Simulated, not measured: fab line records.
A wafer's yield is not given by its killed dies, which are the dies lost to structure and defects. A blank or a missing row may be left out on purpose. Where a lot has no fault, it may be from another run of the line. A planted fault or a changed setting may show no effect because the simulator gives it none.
fab line records + flow nandHarc
[record]
- lots = 12
- wafers = 36
- lastDay = 32
route steps=1302 shown P_ZERO_WELL@42 P_STI@87
lots that met no fault: taken from a fault-free run of the same line
startH: hours from the record's first day to the start of the lot's first wafer shown + waitH: hours since the lot's step before + " repeats the value in the row above + L1.1+2: a single row standing in for several wafers + - no value, or no start was given + * or withheld: withheld + < > ~ a bound
route shown NAME@n: NAME is a module with steps in the file, n the number in the route of the first one + usual: mean/standard deviation taken from wafers without a fault + same: alike in all rows + chamber/n: place in a boat + sites: each site's reading + _std_site: the standard deviation of these + _edge_site: outer sites' mean less inner sites' + radiusMm: for every site, how far away it sits from the centre of the wafer + mask NAME#n: copy n + behind: the tool/chamber that last shaped the wafer + hold: why the lot went on hold/how many hours it stayed there/how the hold came to an end + device: whichever transistor did not switch (one of n, p or np) + end of line: the same wafers' tests at the end of the route + a step without rows: its recipe alone + killed: at the first sort, the dies lost to defects and structure; wafer yield is something else + map: a wafer's dies, marking killed ones x, the rest . and places with no die _
set.NAME: the setting that was run; set.NAME@STEP: the one run at that earlier step + model.NAME: the simulator's own value behind a step, which no gauge read
one table for each step of the route and one row for each wafer, over a sample of lots
services: the hour from which a tool's chamber was out of use, counted from the record's first day as startH (under 0 if before that day), plus the number of hours and why
[[steps]]
[step NHARC_P_ZERO_WELL_PEB_35]
[recipe]
- pebTempC = 118
- pebTimeS = 85
[usual]
- heaterPowerTotalW = 163.98/0.29
- plateTempC = 117.98/0.14
| lot.wafer | tool          | chamber | startH | waitH | heaterPowerTotalW | plateTempC |
|-----------|---------------|---------|--------|-------|-------------------|------------|
| L918.2    | lithoTrack-02 | 0       | 8.12   | 0.1   | 163.64            | 118.10     |
| L918.3    | "             | 0       | "      | "     | 164.27            | 117.88     |
| L918.6    | "             | 0       | "      | "     | 163.66            | 118.04     |
| L919.3    | lithoTrack-05 | 0       | 10.91  | 0.1   | 164.23            | 117.88     |
| L919.5    | "             | 0       | "      | "     | 164.44            | 117.84     |
| L919.6    | "             | 0       | "      | "     | 164.13            | 117.77     |
| L920.2    | lithoTrack-07 | 0       | 20.08  | 0.1   | 163.65            | 117.99     |
| L920.4    | "             | 0       | "      | "     | 164.25            | 118.08     |
| L920.5    | "             | 0       | "      | "     | 164.08            | 117.93     |
| L921.3    | lithoTrack-05 | 0       | 35.33  | 0.1   | 164.26            | 117.84     |
| L921.4    | "             | 0       | "      | "     | 163.66            | 117.79     |
| L921.5    | "             | 0       | "      | "     | 164.16            | 117.98     |
| L922.1    | lithoTrack-07 | 0       | 40.04  | 0.1   | 163.77            | 117.98     |
| L922.4    | "             | 0       | "      | "     | 163.61            | 118.12     |
| L922.6    | "             | 0       | "      | "     | 163.80            | 118.23     |
| L925.1    | lithoTrack-05 | 0       | 70.15  | 0.1   | 163.63            | 118.13     |
| L925.4    | "             | 0       | "      | "     | 164.39            | 118.14     |
| L925.6    | "             | 0       | "      | "     | 164.30            | 118.05     |
| L926.2    | lithoTrack-07 | 0       | 80.31  | 0.1   | 163.75            | 117.88     |
| L926.3    | "             | 0       | "      | "     | 163.72            | 117.87     |
| L926.4    | "             | 0       | "      | "     | 164.31            | 117.86     |
| L928.1    | lithoTrack-07 | 0       | 99.90  | 0.1   | 164.36            | 117.91     |
| L928.2    | "             | 0       | "      | "     | 163.68            | 118.03     |
| L928.4    | "             | 0       | "      | "     | 163.68            | 117.89     |
| L929.1    | lithoTrack-02 | 0       | 110.12 | 0.1   | 164.10            | 118.06     |
| L929.3    | "             | 0       | "      | "     | 164.33            | 117.92     |
| L929.6    | "             | 0       | "      | "     | 164.07            | 117.88     |
| L934.3    | lithoTrack-02 | 0       | 160.27 | 0.1   | 189.06            | 131.39     |
| L934.4    | "             | 0       | "      | "     | 188.95            | 131.45     |
| L934.6    | "             | 0       | "      | "     | 189.31            | 131.24     |
| L936.3    | lithoTrack-02 | 0       | 180.18 | 0.1   | 189.34            | 131.13     |
| L936.5    | "             | 0       | "      | "     | 188.13            | 131.22     |
| L936.6    | "             | 0       | "      | "     | 188.17            | 131.25     |
| L940.1    | lithoTrack-07 | 0       | 219.77 | 0.1   | 164.39            | 118.09     |
| L940.2    | "             | 0       | "      | "     | 163.77            | 117.90     |
| L940.4    | "             | 0       | "      | "     | 163.68            | 118.15     |
[step NHARC_P_ZERO_WELL_CD_MEAS_37]
[recipe]
- targetCdNm = 720
- landingEnergyEv = 500
[usual]
- cdNm = 719.4/1.7
| lot.wafer | tool     | chamber | startH | waitH | cdNm  |
|-----------|----------|---------|--------|-------|-------|
| L918.2    | cdSem-02 | 0       | 8.21   | -     | 719.4 |
| L918.3    | "        | 0       | "      | "     | 720.0 |
| L918.6    | "        | 0       | "      | "     | 718.5 |
| L919.3    | cdSem-01 | 0       | 11.01  | -     | 718.3 |
| L919.5    | "        | 0       | "      | "     | 717.1 |
| L919.6    | "        | 0       | "      | "     | 718.8 |
| L920.2    | cdSem-03 | 0       | 20.17  | -     | 719.5 |
| L920.4    | "        | 0       | "      | "     | 718.1 |
| L920.5    | "        | 0       | "      | "     | 718.0 |
| L921.3    | cdSem-02 | 0       | 35.42  | -     | 722.3 |
| L921.4    | "        | 0       | "      | "     | 720.4 |
| L921.5    | "        | 0       | "      | "     | 717.3 |
| L922.1    | cdSem-03 | 0       | 40.13  | -     | 719.5 |
| L922.4    | "        | 0       | "      | "     | 719.2 |
| L922.6    | "        | 0       | "      | "     | 717.7 |
| L925.1    | cdSem-02 | 0       | 70.24  | -     | 720.0 |
| L925.4    | "        | 0       | "      | "     | 716.3 |
| L925.6    | "        | 0       | "      | "     | 720.6 |
| L926.2    | cdSem-01 | 0       | 80.40  | -     | 722.4 |
| L926.3    | "        | 0       | "      | "     | 723.3 |
| L926.4    | "        | 0       | "      | "     | 721.5 |
| L928.1    | cdSem-01 | 0       | 99.99  | -     | 722.6 |
| L928.2    | "        | 0       | "      | "     | 721.7 |
| L928.4    | "        | 0       | "      | "     | 721.3 |
| L929.1    | cdSem-03 | 0       | 110.21 | -     | 718.1 |
| L929.3    | "        | 0       | "      | "     | 718.8 |
| L929.6    | "        | 0       | "      | "     | 721.0 |
| L934.3    | cdSem-03 | 0       | 160.36 | -     | 729.0 |
| L934.4    | "        | 0       | "      | "     | 727.1 |
| L934.6    | "        | 0       | "      | "     | 727.6 |
| L936.3    | cdSem-02 | 0       | 180.27 | -     | 730.1 |
| L936.5    | "        | 0       | "      | "     | 729.9 |
| L936.6    | "        | 0       | "      | "     | 727.7 |
| L940.1    | cdSem-01 | 0       | 219.86 | -     | 720.4 |
| L940.2    | "        | 0       | "      | "     | 720.4 |
| L940.4    | "        | 0       | "      | "     | 719.4 |
[step NHARC_P_ZERO_WELL_CD_MEAS_52]
[recipe]
- targetCdNm = 2000
- landingEnergyEv = 500
[usual]
- cdNm = 2000.6/1.7
| lot.wafer | tool     | chamber | startH | waitH | cdNm   |
|-----------|----------|---------|--------|-------|--------|
| L918.2    | cdSem-01 | 0       | 9.89   | -     | 2000.5 |
| L918.3    | "        | 0       | "      | "     | 2000.4 |
| L918.6    | "        | 0       | "      | "     | 2000.1 |
| L919.3    | cdSem-01 | 0       | 13.25  | -     | 1997.4 |
| L919.5    | "        | 0       | "      | "     | 1997.2 |
| L919.6    | "        | 0       | "      | "     | 1999.5 |
| L920.2    | cdSem-01 | 0       | 21.80  | -     | 1999.3 |
| L920.4    | "        | 0       | "      | "     | 2000.6 |
| L920.5    | "        | 0       | "      | "     | 2003.9 |
| L921.3    | cdSem-01 | 0       | 36.94  | -     | 2003.6 |
| L921.4    | "        | 0       | "      | "     | 1999.7 |
| L921.5    | "        | 0       | "      | "     | 2002.1 |
| L922.1    | cdSem-03 | 0       | 41.79  | -     | 2001.2 |
| L922.4    | "        | 0       | "      | "     | 2002.4 |
| L922.6    | "        | 0       | "      | "     | 2002.1 |
| L925.1    | cdSem-03 | 0       | 71.88  | -     | 1999.5 |
| L925.4    | "        | 0       | "      | "     | 1999.4 |
| L925.6    | "        | 0       | "      | "     | 1998.8 |
| L926.2    | cdSem-02 | 0       | 81.97  | -     | 1999.9 |
| L926.3    | "        | 0       | "      | "     | 2001.1 |
| L926.4    | "        | 0       | "      | "     | 1999.7 |
| L928.1    | cdSem-01 | 0       | 101.64 | -     | 2000.9 |
| L928.2    | "        | 0       | "      | "     | 2003.6 |
| L928.4    | "        | 0       | "      | "     | 2003.1 |
| L929.1    | cdSem-01 | 0       | 111.72 | -     | 2000.7 |
| L929.3    | "        | 0       | "      | "     | 2000.0 |
| L929.6    | "        | 0       | "      | "     | 2001.1 |
| L934.3    | cdSem-01 | 0       | 161.99 | -     | 1999.6 |
| L934.4    | "        | 0       | "      | "     | 2001.6 |
| L934.6    | "        | 0       | "      | "     | 2001.4 |
| L936.3    | cdSem-03 | 0       | 181.91 | -     | 2001.7 |
| L936.5    | "        | 0       | "      | "     | 1998.7 |
| L936.6    | "        | 0       | "      | "     | 1998.7 |
| L940.1    | cdSem-02 | 0       | 221.65 | -     | 2000.7 |
| L940.2    | "        | 0       | "      | "     | 1999.7 |
| L940.4    | "        | 0       | "      | "     | 1999.9 |
[step NHARC_P_STI_DESCUM_14]
[recipe]
- timeS = 3
- o2FlowSccm = 200
- arFlowSccm = 0
- biasPowerW = 0
- chemistry = O2
[usual]
- drypumpMotorCurrentA = 5.8/0.5
- oesProductAu = 0.995/0.012
- rfVppV = 57.7/0.86
- showerheadPlenumPTorr = 1.93/0.078
- throttleValvePct = 11.312/0.0095
[same]
- biasPowerW = 0
| lot.wafer | tool       | chamber | startH | waitH | drypumpMotorCurrentA | oesProductAu | rfHoursCounterH | rfVppV | showerheadPlenumPTorr | throttleValvePct |
|-----------|------------|---------|--------|-------|----------------------|--------------|-----------------|--------|-----------------------|------------------|
| L918.3    | rieDiel-09 | 3       | 26.79  | -     | 6.8                  | 1.007        | 5.0             | 58.6   | 1.91                  | 11.319           |
| L918.2    | "          | 0       | "      | "     | 6.1                  | 0.988        | 5.2             | 56.9   | 1.96                  | 11.329           |
| L918.6    | "          | 1       | "      | "     | 6.2                  | 0.988        | -               | 58.5   | 2.01                  | 11.311           |
| L919.3    | rieDiel-09 | 2       | 32.38  | -     | 5.8                  | 0.981        | 5.5             | 57.5   | 2.04                  | 11.309           |
| L919.5    | "          | 1       | "      | "     | 6.2                  | 0.982        | -               | 58.5   | 2.01                  | 11.296           |
| L919.6    | "          | 2       | "      | "     | 5.8                  | 0.976        | -               | 58.3   | 2.04                  | 11.310           |
| L920.2    | rieDiel-09 | 0       | 38.75  | -     | 6.0                  | 0.970        | 5.7             | 56.2   | 1.96                  | 11.308           |
| L920.4    | "          | 1       | "      | "     | 6.2                  | 0.994        | 6.5             | 58.0   | 2.01                  | 11.328           |
| L920.5    | "          | 3       | "      | "     | 6.8                  | 1.014        | -               | 57.4   | 1.90                  | 11.319           |
| L921.4    | rieDiel-04 | 1       | 54.18  | -     | 6.0                  | 0.994        | 2.8             | 57.7   | 1.85                  | 11.318           |
| L921.3    | "          | 3       | "      | "     | 4.8                  | 0.989        | 2.7             | 56.3   | 1.84                  | 11.331           |
| L921.5    | "          | 1       | "      | "     | 5.9                  | 0.990        | -               | 58.9   | 1.85                  | 11.305           |
| L922.4    | rieDiel-09 | 0       | 60.72  | -     | 6.1                  | 0.977        | 6.9             | 58.0   | 1.96                  | 11.311           |
| L922.1    | "          | 1       | "      | "     | 6.1                  | 0.976        | 7.5             | 57.9   | 2.01                  | 11.312           |
| L922.6    | "          | 3       | "      | "     | 6.8                  | 1.009        | -               | 58.0   | 1.90                  | 11.321           |
| L925.1    | rieDiel-04 | 2       | 90.70  | -     | 5.7                  | 1.007        | 4.0             | 56.9   | 1.82                  | 11.312           |
| L925.4    | "          | 0       | "      | "     | 5.2                  | 1.007        | 4.7             | 57.9   | 1.93                  | 11.305           |
| L925.6    | "          | 3       | "      | "     | 4.8                  | 1.011        | -               | 57.8   | 1.84                  | 11.312           |
| L926.4    | rieDiel-04 | 3       | 99.24  | -     | 4.8                  | 1.012        | 6.1             | 57.2   | 1.84                  | 11.307           |
| L926.3    | "          | 0       | "      | "     | 5.2                  | 1.012        | 5.6             | 57.7   | 1.93                  | 11.323           |
| L926.2    | "          | 1       | "      | "     | 5.9                  | 0.991        | 5.6             | 58.2   | 1.85                  | 11.314           |
| L928.4    | rieDiel-04 | 2       | 121.33 | -     | 5.8                  | 1.009        | 6.2             | 57.7   | 1.82                  | 11.318           |
| L928.2    | "          | 0       | "      | "     | 5.2                  | 1.002        | 6.5             | 56.9   | 1.93                  | 11.308           |
| L928.1    | "          | 1       | "      | "     | 5.9                  | 1.004        | 6.4             | 57.8   | 1.85                  | 11.300           |
| L929.1    | rieDiel-09 | 1       | 128.97 | -     | 6.2                  | 0.982        | 0               | 58.7   | 2.01                  | 11.337           |
| L929.3    | "          | 3       | "      | "     | 6.8                  | 0.993        | 0               | 59.0   | 1.90                  | 11.323           |
| L929.6    | "          | 0       | "      | "     | 6.1                  | 0.995        | -               | 57.8   | 1.95                  | 11.305           |
| L934.3    | rieDiel-04 | 2       | 181.45 | -     | 5.7                  | 1.015        | 1.3             | 57.2   | 1.82                  | 11.317           |
| L934.4    | "          | 2       | "      | "     | 5.7                  | 1.001        | -               | 58.7   | 1.82                  | 11.314           |
| L934.6    | "          | 3       | "      | "     | 4.8                  | 1.013        | -               | 57.0   | 1.84                  | 11.293           |
| L936.3    | rieDiel-04 | 3       | 200.77 | -     | 4.8                  | 1.004        | 2.3             | 58.6   | 1.84                  | 11.305           |
| L936.6    | "          | 1       | "      | "     | 5.9                  | 1.006        | -               | 57.5   | 1.85                  | 11.297           |
| L936.5    | "          | 2       | "      | "     | 5.8                  | 1.009        | -               | 56.5   | 1.82                  | 11.315           |
| L940.2    | rieDiel-09 | 3       | 241.79 | -     | 6.8                  | 1.009        | 8.4             | 57.5   | 1.90                  | 11.308           |
| L940.4    | "          | 1       | "      | "     | 6.2                  | 0.985        | 9.0             | 56.8   | 2.01                  | 11.325           |
| L940.1    | "          | 2       | "      | "     | 5.8                  | 0.991        | 9.0             | 58.5   | 2.04                  | 11.301           |
[step NHARC_P_STI_CD_MEAS_16]
[usual]
- cdNm = 199.3/2
| lot.wafer | tool     | chamber | startH | waitH | cdNm  |
|-----------|----------|---------|--------|-------|-------|
| L918.2    | cdSem-03 | -       | 27.24  | -     | 201.6 |
| L918.3    | "        | -       | "      | "     | 197.6 |
| L918.6    | "        | -       | "      | "     | 198.8 |
| L919.3    | cdSem-01 | -       | 32.84  | -     | 200.8 |
| L919.5    | "        | -       | "      | "     | 198.6 |
| L919.6    | "        | -       | "      | "     | 197.3 |
| L920.2    | cdSem-03 | -       | 39.17  | -     | 202.5 |
| L920.4    | "        | -       | "      | "     | 203.2 |
| L920.5    | "        | -       | "      | "     | 203.2 |
| L921.3    | cdSem-02 | -       | 54.61  | -     | 198.1 |
| L921.4    | "        | -       | "      | "     | 199.9 |
| L921.5    | "        | -       | "      | "     | 198.4 |
| L922.1    | cdSem-02 | -       | 61.14  | -     | 200.7 |
| L922.4    | "        | -       | "      | "     | 201.6 |
| L922.6    | "        | -       | "      | "     | 196.3 |
| L925.1    | cdSem-01 | -       | 91.14  | -     | 197.0 |
| L925.4    | "        | -       | "      | "     | 200.9 |
| L925.6    | "        | -       | "      | "     | 200.0 |
| L926.2    | cdSem-02 | -       | 99.67  | -     | 199.3 |
| L926.3    | "        | -       | "      | "     | 196.3 |
| L926.4    | "        | -       | "      | "     | 201.5 |
| L928.1    | cdSem-01 | -       | 121.76 | -     | 196.9 |
| L928.2    | "        | -       | "      | "     | 199.6 |
| L928.4    | "        | -       | "      | "     | 200.2 |
| L929.1    | cdSem-01 | -       | 129.44 | -     | 195.3 |
| L929.3    | "        | -       | "      | "     | 199.0 |
| L929.6    | "        | -       | "      | "     | 195.5 |
| L934.3    | cdSem-02 | -       | 181.92 | -     | 200.8 |
| L934.4    | "        | -       | "      | "     | 198.3 |
| L934.6    | "        | -       | "      | "     | 196.5 |
| L936.3    | cdSem-03 | -       | 201.20 | -     | 201.0 |
| L936.5    | "        | -       | "      | "     | 201.7 |
| L936.6    | "        | -       | "      | "     | 200.8 |
| L940.1    | cdSem-03 | -       | 242.26 | -     | 200.6 |
| L940.2    | "        | -       | "      | "     | 200.4 |
| L940.4    | "        | -       | "      | "     | 199.2 |
[[services]]
| tool          | chamber | startH | hours | kind   |
|---------------|---------|--------|-------|--------|
| rieDiel-04    | 0       | -14.10 | -     | clean  |
| rieDiel-04    | 1       | -14.10 | -     | clean  |
| rieDiel-04    | 2       | -14.10 | -     | clean  |
| rieDiel-04    | 3       | -14.10 | -     | clean  |
| rieDiel-04    | 2       | -10.47 | 23.5  | repair |
| rieDiel-09    | 0       | 0.18   | -     | clean  |
| rieDiel-09    | 1       | 0.18   | -     | clean  |
| rieDiel-09    | 2       | 0.18   | -     | clean  |
| rieDiel-09    | 3       | 0.18   | -     | clean  |
| rieDiel-04    | 0       | 10.40  | -     | clean  |
| rieDiel-04    | 1       | 10.40  | -     | clean  |
| lithoTrack-02 | -       | 28.00  | 7.0   | pm     |
| rieDiel-09    | 3       | 29.19  | 6.1   | repair |
| rieDiel-09    | 3       | 40.38  | 3.0   | repair |
| lithoTrack-07 | -       | 52.00  | 7.0   | pm     |
| lithoTrack-05 | -       | 100.00 | 7.0   | pm     |
| rieDiel-04    | 3       | 105.48 | 8.1   | repair |
| rieDiel-09    | -       | 119.18 | 9.0   | pm     |
| rieDiel-04    | -       | 153.90 | 9.0   | pm     |
| rieDiel-09    | 2       | 167.10 | 1.4   | repair |
| rieDiel-04    | 0       | 175.26 | 10.0  | repair |
| lithoTrack-02 | -       | 203.00 | 7.0   | pm     |
| lithoTrack-07 | -       | 227.00 | 7.0   | pm     |
| rieDiel-04    | -       | 230.46 | 1.1   | repair |
[[key]]
[firstSign]
- step = NHARC_P_ZERO_WELL_PEB_35
- reading = plateTempC
- direction = up
- sigmas = 96
- usual = *
- struck = *
[effect]
- step = NHARC_P_ZERO_WELL_PEB_35
- reading = heaterPowerTotalW
- direction = up
- sigmas = 86
- usual = *
- struck = *
[effect]
- step = NHARC_P_ZERO_WELL_CD_MEAS_37
- reading = cdNm
- direction = up
- sigmas = 5.5
- usual = 719.4
- struck = 728.6
metAt NHARC_P_ZERO_WELL_PEB_35
struckLots L934,L936
testerLeftOut L934,L936
notActingAt NHARC_P_ZERO_WELL_CD_MEAS_52,NHARC_P_STI_DESCUM_14,NHARC_P_STI_CD_MEAS_16
onsetBetween 110.12 160.27
[fault]
- kind = processParameterDrift
- tool = lithoTrack-02
- chamber = -
- onsetH = 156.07
- steps = NHARC_P_ZERO_WELL_PEB_35
- channel = pebTempC
- offset = *
- shape = step
- endH = 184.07
- actsIn = *
- stated = *
// testerLeftOut: of these lots the tester's yield and bins aren't shown, on N5 and GAA mostly nor the transistor test; their killed dies are dies lost to structure and defects alone, not to doping, threshold or leakage, so they don't give the yield
